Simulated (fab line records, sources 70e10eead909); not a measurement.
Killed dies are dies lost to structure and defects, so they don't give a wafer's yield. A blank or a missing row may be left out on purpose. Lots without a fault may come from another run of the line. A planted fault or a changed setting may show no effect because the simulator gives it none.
fab line records | flow nand_harc
record lots=6 wafers=18 last_day=32
route steps=1302 shown P_ZERO_WELL@44
lots that met no fault: from a run of the same line without faults
start_h: hours from the record's first day to the start of the lot's first wafer shown | wait_h: hours since the lot's step before | " the same as in the row above | L1.1+2: a row that stands for several wafers | - no value, or no start given | * or withheld: withheld | < > ~ a bound
route shown NAME@n: a module of which the file shows steps, and the number in the route of the first | usual: mean/standard deviation of fault-free wafers | same: alike in all rows | chamber/n: place in a boat | sites: the reading at each site | _std_site: their standard deviation | _edge_site: outer sites' mean less inner sites' | radius_mm: how far each site lies from the wafer's centre | mask NAME#n: copy n | behind: the tool/chamber that last shaped the wafer | hold: why the lot was held/for how many hours/how that ended | device: the transistor (n, p or np) that didn't switch | end of line: the same wafers' tests at the end of the route | a step without rows: its recipe alone | killed: dies lost to structure and defects at the first sort, not the wafer's yield | map: a wafer's dies, x killed, . not, _ none there
set.NAME: the setting as run; set.NAME@STEP: as run at that earlier step | model.NAME: the simulator's own value behind a step, which no gauge read
lots at some steps of the route; a table a step, a row a wafer
services: from which hour (start_h, from the record's first day; less than 0 if before it) a tool's chamber was out of use, for how many hours, and why
## steps
# step NHARC_P_ZERO_WELL_CD_MEAS_37
# recipe target_cd_nm=720 landing_energy_ev=500
# usual cd_nm=720.9/1.6
# columns lot.wafer tool chamber start_h wait_h cd_nm
L188.2 cd_sem-01 0 74.10 - 721.7
L188.4 " 0 " " 717.9
L188.6 " 0 " " 718.4
L189.1 cd_sem-02 0 84.11 - 720.1
L189.2 " 0 " " 719.1
L189.3 " 0 " " 718.0
L197.1 cd_sem-03 0 164.34 - 722.6
L197.4 " 0 " " 718.9
L197.5 " 0 " " 720.4
L198.1 cd_sem-03 0 173.99 - 720.2
L198.3 " 0 " " 719.5
L198.5 " 0 " " 721.1
L200.1 cd_sem-03 0 194.08 - 722.5
L200.2 " 0 " " 721.6
L200.4 " 0 " " 720.1
L204.3 cd_sem-03 0 234.11 - 721.4
L204.4 " 0 " " 718.7
L204.5 " 0 " " 722.2
# step NHARC_P_ZERO_WELL_HARDBAKE_38
# recipe temp_c=125 time_s=80
# step NHARC_P_ZERO_WELL_DESCUM_39
# recipe time_s=3 o2_flow_sccm=200 ar_flow_sccm=0 bias_power_w=0 chemistry=O2
# usual drypump_motor_current_A=5.6/0.38 oes_product_au=0.999/0.0077 rf_vpp_V=57.8/0.84 showerhead_plenum_p_Torr=1.92/0.037 throttle_valve_pct=11.312/0.0096
# columns lot.wafer tool chamber start_h wait_h drypump_motor_current_A oes_product_au rf_hours_counter_h rf_vpp_V showerhead_plenum_p_Torr throttle_valve_pct
L188.2 rie_diel-11 3 74.27 - 5.1 1.003 56 57.6 1.95 11.307
L188.6 " 2 " " 5.3 1.003 - 59.2 1.90 11.320
L188.4 " 3 " " 5.1 0.999 - 59.6 1.95 11.311
L189.3 rie_diel-08 2 84.28 - 6.2 1.008 13 57.9 1.90 11.329
L189.1 " 3 " " 5.9 1.010 16 57.2 1.89 11.316
L189.2 " 0 " " 5.4 0.990 14 57.8 1.93 11.323
L197.1 rie_diel-11 2 164.51 - 5.4 1.005 22 57.1 1.89 11.305
L197.4 " 0 " " 5.7 1.004 26 56.9 1.93 11.303
L197.5 " 1 " " 5.8 1.000 - 57.4 1.90 11.303
L198.3 rie_diel-11 1 174.16 - 5.8 1.006 30 57.8 1.90 11.306
L198.1 " 3 " " 5.1 1.006 27 58.2 1.94 11.304
L198.5 " 0 " " 5.7 0.993 - 57.0 1.93 11.303
L200.4 rie_diel-08 2 194.24 - 6.2 1.016 49 57.6 1.89 11.320
L200.1 " 3 " " 5.9 1.003 51 58.0 1.88 11.313
L200.2 " 1 " " 5.7 0.996 51 58.9 1.92 11.308
L204.4 rie_diel-11 3 234.28 - 5.1 1.005 46 58.1 1.93 11.305
L204.3 " 0 " " 5.7 1.008 52 57.1 1.92 11.324
L204.5 " 3 " " 5.1 1.007 - 58.6 1.93 11.313
# step NHARC_P_ZERO_WELL_IMPLANT_40
# recipe energy_kev=300 dose_cm2=1e+13 tilt_deg=7
# step NHARC_P_ZERO_WELL_IMPLANT_59
# recipe energy_kev=120 dose_cm2=5e+12 tilt_deg=7
# step NHARC_P_ZERO_WELL_IMPLANT_60
# recipe energy_kev=30 dose_cm2=2e+12 tilt_deg=7
# step NHARC_P_ZERO_WELL_STRIP_41
# recipe time_s=840 temp_c=130 chemistry=SPM
# step NHARC_P_ZERO_WELL_DEHYDRATE_44
# recipe temp_c=150 time_s=120
# step NHARC_P_ZERO_WELL_HMDS_45
# recipe time_s=30
# step NHARC_P_ZERO_WELL_COAT_46
# recipe spin_rpm=withheld
# step NHARC_P_ZERO_WELL_SOFTBAKE_47
# recipe temp_c=122 time_s=95
# step NHARC_P_ZERO_WELL_EBR_48
# step NHARC_P_ZERO_WELL_EXPOSE_49
# recipe na=0.6 target_cd_nm=2000 dose_mj=22.64 mask_id=P_HVPW
# usual exposure_dose_mJ_cm2=22.639/0.023 focus_offset_nm=0.1/0.57
# columns lot.wafer tool chamber start_h wait_h mask exposure_dose_mJ_cm2 focus_offset_nm
L188.2 krf_scanner-02 - 75.61 - P_HVPW#0 - -
L188.4 " - " " P_HVPW#0 - -
L188.6 " - " " P_HVPW#0 - -
L189.1 krf_scanner-03 - 85.58 - P_HVPW#0 - -
L189.2 " - " " P_HVPW#0 - -
L189.3 " - " " P_HVPW#0 - -
L197.1 krf_scanner-04 0 165.82 - P_HVPW#0 22.607 -0.4
L197.4 " 0 " " P_HVPW#0 22.599 0.3
L197.5 " 0 " " P_HVPW#0 22.620 -0.4
L198.1 krf_scanner-02 0 175.47 - P_HVPW#0 22.632 0.9
L198.3 " 0 " " P_HVPW#0 22.615 -0.7
L198.5 " 0 " " P_HVPW#0 22.598 0.6
L200.1 krf_scanner-03 0 195.55 - P_HVPW#0 22.620 0.3
L200.2 " 0 " " P_HVPW#0 22.634 0.7
L200.4 " 0 " " P_HVPW#0 22.606 0.4
L204.3 krf_scanner-02 0 235.59 - P_HVPW#0 22.651 0.3
L204.4 " 0 " " P_HVPW#0 22.663 -0.7
L204.5 " 0 " " P_HVPW#0 22.621 -0.7
# step NHARC_P_ZERO_WELL_PEB_50
# recipe peb_temp_c=118 peb_time_s=85
## services
# columns tool chamber start_h hours kind
rie_diel-11 1 50.65 23.0 repair
krf_scanner-03 - 52.00 4.0 pm
rie_diel-11 0 57.79 - clean
rie_diel-11 2 57.79 - clean
rie_diel-11 3 57.79 - clean
rie_diel-08 2 60.70 8.4 repair
rie_diel-11 0 68.23 12.3 repair
rie_diel-11 - 78.50 9.0 pm
rie_diel-11 1 78.50 9.0 vent_cycle
rie_diel-11 2 78.50 9.0 vent_cycle
rie_diel-11 3 78.50 9.0 vent_cycle
krf_scanner-03 - 85.74 0.8 repair
rie_diel-11 0 87.50 - clean
krf_scanner-02 - 94.00 4.0 pm
krf_scanner-04 - 97.59 0.7 repair
krf_scanner-04 - 113.20 0.2 repair
krf_scanner-02 - 134.42 0.2 repair
rie_diel-11 3 147.73 1.6 repair
rie_diel-11 2 154.19 7.0 repair
krf_scanner-04 - 182.03 4.0 pm
rie_diel-08 - 198.62 9.0 pm
rie_diel-11 3 219.02 2.5 repair
krf_scanner-03 - 224.00 4.0 pm
rie_diel-08 1 235.53 11.7 repair
## key
first_sign step=NHARC_P_ZERO_WELL_EXPOSE_49 reading=tool_record direction=missing
effect none on later readings
met_at NHARC_P_ZERO_WELL_EXPOSE_49
struck_wafers L188.2,L188.4,L188.6,L189.1,L189.2,L189.3
later_rows_left_out L188.2,L188.4,L188.6,L189.1,L189.2,L189.3
sort_left_out L188.2,L188.4,L188.6,L189.1,L189.2,L189.3
tester_left_out L188,L189
fault kind=skipped_step_whole tool=krf_scanner-02,krf_scanner-03 chamber=- onset_h=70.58 steps=NHARC_P_ZERO_WELL_EXPOSE_49 scope=struck_lots_only
# tester_left_out: of these lots the tester's yield and bins aren't shown, on N5 and GAA mostly nor the transistor test; their killed dies are dies lost to structure and defects alone, not to doping, threshold or leakage, so they don't give the yield
# sort_left_out: the simulated sort isn't trusted on such a fault, so these wafers' sort isn't shown, and their yield isn't known
# later_rows_left_out: the simulator's readings of these wafers behind a module that went badly wrong aren't trusted and aren't shown, but for the sort
